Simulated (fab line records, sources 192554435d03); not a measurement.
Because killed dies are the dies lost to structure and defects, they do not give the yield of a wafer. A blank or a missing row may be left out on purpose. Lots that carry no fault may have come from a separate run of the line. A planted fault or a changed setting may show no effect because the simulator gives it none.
Which tool is to blame? || flow n5_finfet || 9 lots with 25 wafers sampled at 7 steps, on a route of 1938 steps

## WHAT THE GAUGES READ, wafer by wafer
N5_BEOL_M6_OCD_MEAS_38.
{"lot": "L257", "measured": "day 8 13:59", "on": "ocd-01", "trench_depth_nm (nm)": "97.4 98.9 98.0"}
{"lot": "L262", "measured": "day 9 16:10", "on": "ocd-01", "trench_depth_nm (nm)": "94.9 93.1 97.4"}
{"lot": "L261", "measured": "day 9 17:40", "on": "ocd-01", "trench_depth_nm (nm)": "98.9 92.1 97.0"}
{"lot": "L263", "measured": "day 10 04:44", "on": "ocd-02", "trench_depth_nm (nm)": "93.8 92.3 93.7"}
{"lot": "L271", "measured": "day 12 10:52", "on": "ocd-02", "trench_depth_nm (nm)": "83.6 84.0 83.7"}
{"lot": "L272", "measured": "day 13 05:20", "on": "ocd-01", "trench_depth_nm (nm)": "83.4 83.1 82.9"}
{"lot": "L275", "measured": "day 13 14:48", "on": "ocd-02", "trench_depth_nm (nm)": "92.8 93.7"}
{"lot": "L278", "measured": "day 13 17:52", "on": "ocd-01", "trench_depth_nm (nm)": "91.3 97.7"}
{"lot": "L280", "measured": "day 15 09:59", "on": "ocd-02", "trench_depth_nm (nm)": "91.9 91.6 96.3"}

N5_BEOL_M6_THK_MEAS_53: measures by xrf.
{"lot": "L257", "measured": "day 8 16:32", "on": "film_metro-01", "M6_THK (nm)": "81.5 84.2 86.9"}
{"lot": "L262", "measured": "day 9 20:15", "on": "film_metro-01", "M6_THK (nm)": "83.8 80.8 86.4"}
{"lot": "L261", "measured": "day 9 21:44", "on": "film_metro-02", "M6_THK (nm)": "86.0 78.0 84.1"}
{"lot": "L263", "measured": "day 10 07:02", "on": "film_metro-02", "M6_THK (nm)": "78.5 79.2 79.9"}
{"lot": "L271", "measured": "day 12 13:01", "on": "film_metro-02", "M6_THK (nm)": "68.9 67.1 69.5"}
{"lot": "L272", "measured": "day 13 08:26", "on": "film_metro-01", "M6_THK (nm)": "68.8 69.1 70.4"}
{"lot": "L275", "measured": "day 13 19:56", "on": "film_metro-02", "M6_THK (nm)": "78.5 80.7"}
{"lot": "L278", "measured": "day 13 22:19", "on": "film_metro-02", "M6_THK (nm)": "78.0 85.0"}
{"lot": "L280", "measured": "day 15 12:30", "on": "film_metro-02", "M6_THK (nm)": "77.6 77.3 82.9"}

N5_BEOL_M6_RS_MEAS_57: the measuring method here is four-point-probe.
{"lot": "L257", "measured": "day 8 16:41", "on": "film_metro-02", "M6_RS (ohm/sq)": "0.282 0.270 0.262"}
{"lot": "L262", "measured": "day 9 20:23", "on": "film_metro-02", "M6_RS (ohm/sq)": "0.272 0.281 0.261"}
{"lot": "L261", "measured": "day 9 21:54", "on": "film_metro-01", "M6_RS (ohm/sq)": "0.268 0.299 0.275"}
{"lot": "L263", "measured": "day 10 07:10", "on": "film_metro-02", "M6_RS (ohm/sq)": "0.292 0.289 0.287"}
{"lot": "L271", "measured": "day 12 13:09", "on": "film_metro-02", "M6_RS (ohm/sq)": "0.342 0.353 0.338"}
{"lot": "L272", "measured": "day 13 08:36", "on": "film_metro-02", "M6_RS (ohm/sq)": "0.347 0.345 0.338"}
{"lot": "L275", "measured": "day 13 20:05", "on": "film_metro-01", "M6_RS (ohm/sq)": "0.292 0.284"}
{"lot": "L278", "measured": "day 13 22:27", "on": "film_metro-02", "M6_RS (ohm/sq)": "0.296 0.266"}
{"lot": "L280", "measured": "day 15 12:38", "on": "film_metro-01", "M6_RS (ohm/sq)": "0.296 0.301 0.277"}

## WHAT TOOL EACH LOT RAN ON (gives the tool, then ch and the chambers of the sampled wafers, and finally the start)
{"lot": "L257", "N5_BEOL_M6_HM_OPEN_17": "rie_metal-02 ch 0,1, day 8 12:45", "N5_BEOL_M6_STRIP_19": "rie_diel-01 ch 0,2, day 8 12:52", "N5_BEOL_M6_ETCH_72": "rie_diel-04 ch 2,3, day 8 13:25", "N5_BEOL_M6_TRENCH_ETCH_37": "rie_diel-04 ch 2,3, day 8 13:46"}
{"lot": "L262", "N5_BEOL_M6_HM_OPEN_17": "rie_metal-02 ch 0,1, day 9 14:34", "N5_BEOL_M6_STRIP_19": "rie_diel-04 ch 0,1,3, day 9 14:41", "N5_BEOL_M6_ETCH_72": "rie_diel-01 ch 0,1,2, day 9 15:46", "N5_BEOL_M6_TRENCH_ETCH_37": "rie_diel-01 ch 0,1,2, day 9 16:00"}
{"lot": "L261", "N5_BEOL_M6_HM_OPEN_17": "rie_metal-02 ch 0,1, day 9 16:13", "N5_BEOL_M6_STRIP_19": "rie_diel-04 ch 1,2,3, day 9 16:22", "N5_BEOL_M6_ETCH_72": "rie_diel-04 ch 1,2,3, day 9 17:17", "N5_BEOL_M6_TRENCH_ETCH_37": "rie_diel-04 ch 1,2,3, day 9 17:31"}
{"lot": "L263", "N5_BEOL_M6_HM_OPEN_17": "rie_metal-03 ch 0,1, day 10 03:13", "N5_BEOL_M6_STRIP_19": "rie_diel-04 ch 0,1,3, day 10 03:22", "N5_BEOL_M6_ETCH_72": "rie_diel-02 ch 1,3, day 10 04:20", "N5_BEOL_M6_TRENCH_ETCH_37": "rie_diel-02 ch 1,3, day 10 04:34"}
{"lot": "L271", "N5_BEOL_M6_HM_OPEN_17": "rie_metal-02 ch 0,1, day 12 08:04", "N5_BEOL_M6_STRIP_19": "rie_diel-01 ch 1,2, day 12 08:16", "N5_BEOL_M6_ETCH_72": "rie_diel-01 ch 0,1, day 12 10:29", "N5_BEOL_M6_TRENCH_ETCH_37": "rie_diel-01 ch 0,1, day 12 10:43"}
{"lot": "L272", "N5_BEOL_M6_HM_OPEN_17": "rie_metal-03 ch 0,1, day 13 01:02", "N5_BEOL_M6_STRIP_19": "rie_diel-01 ch 0,1, day 13 01:09", "N5_BEOL_M6_ETCH_72": "rie_diel-01 ch 0,1,3, day 13 04:56", "N5_BEOL_M6_TRENCH_ETCH_37": "rie_diel-01 ch 0,1,3, day 13 05:10"}
{"lot": "L275", "N5_BEOL_M6_HM_OPEN_17": "rie_metal-01 ch 0, day 13 13:37", "N5_BEOL_M6_STRIP_19": "rie_diel-02 ch 1,3, day 13 13:44", "N5_BEOL_M6_ETCH_72": "rie_diel-04 ch 0, day 13 14:25", "N5_BEOL_M6_TRENCH_ETCH_37": "rie_diel-04 ch 0, day 13 14:38"}
{"lot": "L278", "N5_BEOL_M6_HM_OPEN_17": "rie_metal-01 ch 0, day 13 16:23", "N5_BEOL_M6_STRIP_19": "rie_diel-04 ch 0,3, day 13 16:28", "N5_BEOL_M6_ETCH_72": "rie_diel-02 ch 0,3, day 13 17:28", "N5_BEOL_M6_TRENCH_ETCH_37": "rie_diel-02 ch 0,3, day 13 17:42"}
{"lot": "L280", "N5_BEOL_M6_HM_OPEN_17": "rie_metal-01 ch 0,1, day 15 05:00", "N5_BEOL_M6_STRIP_19": "rie_diel-02 ch 0,1,2, day 15 05:16", "N5_BEOL_M6_ETCH_72": "rie_diel-02 ch 0,1, day 15 09:36", "N5_BEOL_M6_TRENCH_ETCH_37": "rie_diel-02 ch 0,1, day 15 09:50"}
- N5_BEOL_M6_HM_OPEN_17: chemistry Cl2/BCl3, target TiN, target depth 20 nm, overetch 6 nm.
- N5_BEOL_M6_STRIP_19: strips in O2.
- N5_BEOL_M6_ETCH_72: etches underlayer in N2/H2, target depth 6.5 nm, time 5.2 s.
- N5_BEOL_M6_TRENCH_ETCH_37: etches SiCOH lowk in C4F6/O2, target depth 94.435 nm, time 31.5 s.

## WHAT THE TOOLS THEMSELVES READ (means of the sampled wafers that have a number; where no wafer has one, the mark that the record gives instead)
N5_BEOL_M6_HM_OPEN_17.
{"lot": "L257", "tool": "rie_metal-02", "drypump_motor_current_A (A)": 5.1, "oes_product_au (a.u.)": 0.67, "throttle_valve_pct (%)": 22.3}
{"lot": "L262", "tool": "rie_metal-02", "drypump_motor_current_A (A)": 5.0, "oes_product_au (a.u.)": 0.64, "throttle_valve_pct (%)": 22.3}
{"lot": "L261", "tool": "rie_metal-02", "drypump_motor_current_A (A)": 5.1, "oes_product_au (a.u.)": 0.65, "throttle_valve_pct (%)": 22.3}
{"lot": "L263", "tool": "rie_metal-03", "drypump_motor_current_A (A)": 5.9, "oes_product_au (a.u.)": 0.62, "throttle_valve_pct (%)": 21.8}
{"lot": "L271", "tool": "rie_metal-02", "drypump_motor_current_A (A)": 5.2, "oes_product_au (a.u.)": 0.59, "throttle_valve_pct (%)": 22.3}
{"lot": "L272", "tool": "rie_metal-03", "drypump_motor_current_A (A)": 5.7, "oes_product_au (a.u.)": 0.78, "throttle_valve_pct (%)": 21.9}
{"lot": "L275", "tool": "rie_metal-01", "drypump_motor_current_A (A)": 5.9, "oes_product_au (a.u.)": 0.55, "throttle_valve_pct (%)": 22.5}
{"lot": "L278", "tool": "rie_metal-01", "drypump_motor_current_A (A)": 5.9, "oes_product_au (a.u.)": 0.55, "throttle_valve_pct (%)": 22.5}
{"lot": "L280", "tool": "rie_metal-01", "drypump_motor_current_A (A)": 5.7, "oes_product_au (a.u.)": 0.59, "throttle_valve_pct (%)": 22.3}

N5_BEOL_M6_STRIP_19.
{"lot": "L257", "tool": "rie_diel-01", "drypump_motor_current_A (A)": 5.6, "oes_product_au (a.u.)": 0.85, "rf_vpp_V (V)": 3.8, "showerhead_plenum_p_Torr (Torr)": 2.14, "temp_c (C)": 39.97, "throttle_valve_pct (%)": 16.53}
{"lot": "L262", "tool": "rie_diel-04", "drypump_motor_current_A (A)": 5.6, "oes_product_au (a.u.)": 0.93, "rf_vpp_V (V)": 3.3, "showerhead_plenum_p_Torr (Torr)": 2.15, "temp_c (C)": 40.01, "throttle_valve_pct (%)": 16.51}
{"lot": "L261", "tool": "rie_diel-04", "drypump_motor_current_A (A)": 5.2, "oes_product_au (a.u.)": 0.90, "rf_vpp_V (V)": 3.3, "showerhead_plenum_p_Torr (Torr)": 2.17, "temp_c (C)": 40.01, "throttle_valve_pct (%)": 16.44}
{"lot": "L263", "tool": "rie_diel-04", "drypump_motor_current_A (A)": 5.6, "oes_product_au (a.u.)": 0.91, "rf_vpp_V (V)": 3.7, "showerhead_plenum_p_Torr (Torr)": 2.15, "temp_c (C)": 39.91, "throttle_valve_pct (%)": 16.51}
{"lot": "L271", "tool": "rie_diel-01", "drypump_motor_current_A (A)": 5.6, "oes_product_au (a.u.)": 0.86, "rf_vpp_V (V)": 3.5, "showerhead_plenum_p_Torr (Torr)": 2.14, "temp_c (C)": 40.16, "throttle_valve_pct (%)": 16.37}
{"lot": "L272", "tool": "rie_diel-01", "drypump_motor_current_A (A)": 5.6, "oes_product_au (a.u.)": 0.75, "rf_vpp_V (V)": 3.6, "showerhead_plenum_p_Torr (Torr)": 2.16, "temp_c (C)": 39.98, "throttle_valve_pct (%)": 16.53}
{"lot": "L275", "tool": "rie_diel-02", "drypump_motor_current_A (A)": 5.7, "oes_product_au (a.u.)": 0.72, "rf_vpp_V (V)": 4.1, "showerhead_plenum_p_Torr (Torr)": 2.04, "temp_c (C)": 40.11, "throttle_valve_pct (%)": 16.62}
{"lot": "L278", "tool": "rie_diel-04", "drypump_motor_current_A (A)": 5.8, "oes_product_au (a.u.)": 0.90, "rf_vpp_V (V)": 3.2, "showerhead_plenum_p_Torr (Torr)": 2.09, "temp_c (C)": 39.88, "throttle_valve_pct (%)": 16.58}
{"lot": "L280", "tool": "rie_diel-02", "drypump_motor_current_A (A)": 5.9, "oes_product_au (a.u.)": 0.80, "rf_vpp_V (V)": 3.9, "showerhead_plenum_p_Torr (Torr)": 2.02, "temp_c (C)": 40.01, "throttle_valve_pct (%)": 16.43}

N5_BEOL_M6_ETCH_72.
{"lot": "L257", "tool": "rie_diel-04", "bias_w (W)": 150.1, "drypump_motor_current_A (A)": 5.4, "etch_rf_on_time_s (s)": 5.00, "n2_flow_sccm (sccm)": 200.3, "oes_product_au (a.u.)": 0.64, "rf_vpp_V (V)": 526.3, "showerhead_plenum_p_Torr (Torr)": 2.60, "throttle_valve_pct (%)": 17.97}
{"lot": "L262", "tool": "rie_diel-01", "bias_w (W)": 150.0, "drypump_motor_current_A (A)": 5.6, "etch_rf_on_time_s (s)": 5.16, "n2_flow_sccm (sccm)": 200.4, "oes_product_au (a.u.)": 0.71, "rf_vpp_V (V)": 526.1, "showerhead_plenum_p_Torr (Torr)": 2.60, "throttle_valve_pct (%)": 17.57}
{"lot": "L261", "tool": "rie_diel-04", "bias_w (W)": 150.1, "drypump_motor_current_A (A)": 5.3, "etch_rf_on_time_s (s)": 5.03, "n2_flow_sccm (sccm)": 199.7, "oes_product_au (a.u.)": 0.78, "rf_vpp_V (V)": 526.5, "showerhead_plenum_p_Torr (Torr)": 2.64, "throttle_valve_pct (%)": 17.71}
{"lot": "L263", "tool": "rie_diel-02", "bias_w (W)": 149.7, "drypump_motor_current_A (A)": 5.6, "etch_rf_on_time_s (s)": 5.25, "n2_flow_sccm (sccm)": 200.3, "oes_product_au (a.u.)": 0.65, "rf_vpp_V (V)": 522.6, "showerhead_plenum_p_Torr (Torr)": 2.47, "throttle_valve_pct (%)": 17.66}
{"lot": "L271", "tool": "rie_diel-01", "bias_w (W)": 150.0, "drypump_motor_current_A (A)": 5.6, "etch_rf_on_time_s (s)": 5.24, "n2_flow_sccm (sccm)": 200.1, "oes_product_au (a.u.)": 0.63, "rf_vpp_V (V)": 525.1, "showerhead_plenum_p_Torr (Torr)": 2.61, "throttle_valve_pct (%)": 17.62}
{"lot": "L272", "tool": "rie_diel-01", "bias_w (W)": 150.0, "drypump_motor_current_A (A)": 5.3, "etch_rf_on_time_s (s)": 5.28, "n2_flow_sccm (sccm)": 199.8, "oes_product_au (a.u.)": 0.64, "rf_vpp_V (V)": 526.1, "showerhead_plenum_p_Torr (Torr)": 2.58, "throttle_valve_pct (%)": 17.60}
{"lot": "L275", "tool": "rie_diel-04", "bias_w (W)": 150.4, "drypump_motor_current_A (A)": 5.8, "etch_rf_on_time_s (s)": 5.21, "n2_flow_sccm (sccm)": 199.9, "oes_product_au (a.u.)": 0.73, "rf_vpp_V (V)": 523.2, "showerhead_plenum_p_Torr (Torr)": 2.46, "throttle_valve_pct (%)": 17.67}
{"lot": "L278", "tool": "rie_diel-02", "bias_w (W)": 149.9, "drypump_motor_current_A (A)": 6.2, "etch_rf_on_time_s (s)": 5.21, "n2_flow_sccm (sccm)": 200.3, "oes_product_au (a.u.)": 0.65, "rf_vpp_V (V)": 523.1, "showerhead_plenum_p_Torr (Torr)": 2.47, "throttle_valve_pct (%)": 17.96}
{"lot": "L280", "tool": "rie_diel-02", "bias_w (W)": 150.1, "drypump_motor_current_A (A)": 5.6, "etch_rf_on_time_s (s)": 5.13, "n2_flow_sccm (sccm)": 200.6, "oes_product_au (a.u.)": 0.67, "rf_vpp_V (V)": 521.2, "showerhead_plenum_p_Torr (Torr)": 2.44, "throttle_valve_pct (%)": 17.72}

N5_BEOL_M6_TRENCH_ETCH_37.
{"lot": "L257", "tool": "rie_diel-04", "bias_w (W)": 185.5, "drypump_motor_current_A (A)": 5.4, "oes_product_au (a.u.)": 0.76, "rf_vpp_V (V)": 658, "showerhead_plenum_p_Torr (Torr)": 2.93, "throttle_valve_pct (%)": 21.11}
{"lot": "L262", "tool": "rie_diel-01", "bias_w (W)": 185.5, "drypump_motor_current_A (A)": 5.6, "oes_product_au (a.u.)": 0.84, "rf_vpp_V (V)": 693, "showerhead_plenum_p_Torr (Torr)": 2.92, "throttle_valve_pct (%)": 20.72}
{"lot": "L261", "tool": "rie_diel-04", "bias_w (W)": 184.9, "drypump_motor_current_A (A)": 5.3, "oes_product_au (a.u.)": 0.90, "rf_vpp_V (V)": 662, "showerhead_plenum_p_Torr (Torr)": 2.96, "throttle_valve_pct (%)": 20.79}
{"lot": "L263", "tool": "rie_diel-02", "bias_w (W)": 185.6, "drypump_motor_current_A (A)": 5.6, "oes_product_au (a.u.)": 0.76, "rf_vpp_V (V)": 669, "showerhead_plenum_p_Torr (Torr)": 2.77, "throttle_valve_pct (%)": 20.64}
{"lot": "L271", "tool": "rie_diel-01", "bias_w (W)": 129.4, "drypump_motor_current_A (A)": 5.6, "oes_product_au (a.u.)": 0.70, "rf_vpp_V (V)": 530, "showerhead_plenum_p_Torr (Torr)": 2.93, "throttle_valve_pct (%)": 20.70}
{"lot": "L272", "tool": "rie_diel-01", "bias_w (W)": 129.5, "drypump_motor_current_A (A)": 5.3, "oes_product_au (a.u.)": 0.71, "rf_vpp_V (V)": 513, "showerhead_plenum_p_Torr (Torr)": 2.89, "throttle_valve_pct (%)": 20.61}
{"lot": "L275", "tool": "rie_diel-04", "bias_w (W)": 184.7, "drypump_motor_current_A (A)": 5.8, "oes_product_au (a.u.)": 0.86, "rf_vpp_V (V)": 680, "showerhead_plenum_p_Torr (Torr)": 2.76, "throttle_valve_pct (%)": 20.82}
{"lot": "L278", "tool": "rie_diel-02", "bias_w (W)": 185.4, "drypump_motor_current_A (A)": 6.2, "oes_product_au (a.u.)": 0.76, "rf_vpp_V (V)": 668, "showerhead_plenum_p_Torr (Torr)": 2.79, "throttle_valve_pct (%)": 21.18}
{"lot": "L280", "tool": "rie_diel-02", "bias_w (W)": 185.1, "drypump_motor_current_A (A)": 5.7, "oes_product_au (a.u.)": 0.78, "rf_vpp_V (V)": 666, "showerhead_plenum_p_Torr (Torr)": 2.73, "throttle_valve_pct (%)": 20.61}

## THE ANSWER, worked out from the rows above alone
Rule: the lots themselves supply what counts as usual. Put in order of their means at a reading, lots are off if they are a third of the lots or fewer, leave a main group of 4 or more, and stand apart from it by a gap of 3 or more times the standard deviation of the main group's means; of several such gaps the widest counts. A main group is skipped when, at the precision printed for the reading in the tables above, its means are all equal. Also off: a lot with no number at a reading for which 4 or more lots have one. Any other lot the step has rows for is counted as sound. After the gauges, taken in route order, come the tools' own readings; for these a lot's mean is taken, as printed above. The first step at which some lot is off is used, and at that step the reading that is off furthest; a lot without a number counts as furthest.
Off, at N5_BEOL_M6_OCD_MEAS_38 on trench_depth_nm: L271, L272. The main group: mean 94.8 nm, standard deviation 1.7.
If a tool, at a process step before that reading, ran all the lots that are off and no sound lot after the first of them, it fits. Not tried: the gauges at N5_BEOL_M6_OCD_MEAS_38; whatever is off there is also off at N5_BEOL_M6_THK_MEAS_53, on other tools, and gauge error can't account for it. One candidate fits, namely rie_diel-01 at N5_BEOL_M6_STRIP_19 and N5_BEOL_M6_ETCH_72 and N5_BEOL_M6_TRENCH_ETCH_37. At N5_BEOL_M6_STRIP_19 its last sound lot is L257 (day 8 12:52), its first lot that is off L271 (day 12 08:16): a fault that began between those two fits.

## WHAT THE SIMULATOR PUT IN
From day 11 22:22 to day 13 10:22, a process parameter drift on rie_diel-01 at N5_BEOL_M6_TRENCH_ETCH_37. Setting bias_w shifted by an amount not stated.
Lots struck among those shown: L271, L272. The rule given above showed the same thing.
